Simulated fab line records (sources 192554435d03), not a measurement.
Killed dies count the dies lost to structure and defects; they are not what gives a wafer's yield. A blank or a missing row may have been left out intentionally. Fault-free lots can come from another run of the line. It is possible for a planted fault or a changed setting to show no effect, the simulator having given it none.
Chamber matching / flow n5 finfet / N5_BEOL_M6_ILD_DEP_00 on pecvd-04: 3 sister chambers
The step deposits SiCOH lowk from DEMS/porogen, target thk 179.75 nm, time 33.4 s. 3 wafers are shown with their chamber, then 7 later ones without.

EACH WAFER AND ITS CHAMBER
wafer=L520.6; chamber=2; throttle valve pct (%)=13.3
wafer=L528.2; chamber=1; throttle valve pct (%)=14.6
wafer=L528.4; chamber=0; throttle valve pct (%)=14.7

WAFERS WHOSE CHAMBER IS MISSING
wafer=L528.5; throttle valve pct (%)=15.1
wafer=L530.1; throttle valve pct (%)=15.1
wafer=L530.3; throttle valve pct (%)=14.6
wafer=L530.4; throttle valve pct (%)=14.6
wafer=L529.1; throttle valve pct (%)=12.5
wafer=L529.4; throttle valve pct (%)=14.9
wafer=L529.6; throttle valve pct (%)=14.4

WHICH CHAMBER EACH WENT THROUGH
wafer=L528.5; from the rows above=can't be placed: 0 or 1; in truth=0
wafer=L530.1; from the rows above=can't be placed: 0 or 1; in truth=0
wafer=L530.3; from the rows above=can't be placed: 1 or 0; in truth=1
wafer=L530.4; from the rows above=can't be placed: 1 or 0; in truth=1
wafer=L529.1; from the rows above=2; in truth=2
wafer=L529.4; from the rows above=can't be placed: 0 or 1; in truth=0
wafer=L529.6; from the rows above=can't be placed: 1 or 0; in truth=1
Correctly placed: 1 of 7. From these rows, 6 cannot be placed; in 6 the true chamber is one of the candidates. Wrongly placed: 0.
How it was worked out, from the rows above alone: a wafer's distance from a chamber is the root of the sum, over the readings, of the square of ((its reading less the chamber's mean) divided by the reading's scatter). The wafer belongs to the nearest chamber; if the next one is less than 2 further off, it can't be placed. Each chamber's mean is taken over the wafers shown for it. The scatter: root of mean squared gap, hidden wafer to nearest shown wafer, with one shown wafer a chamber.
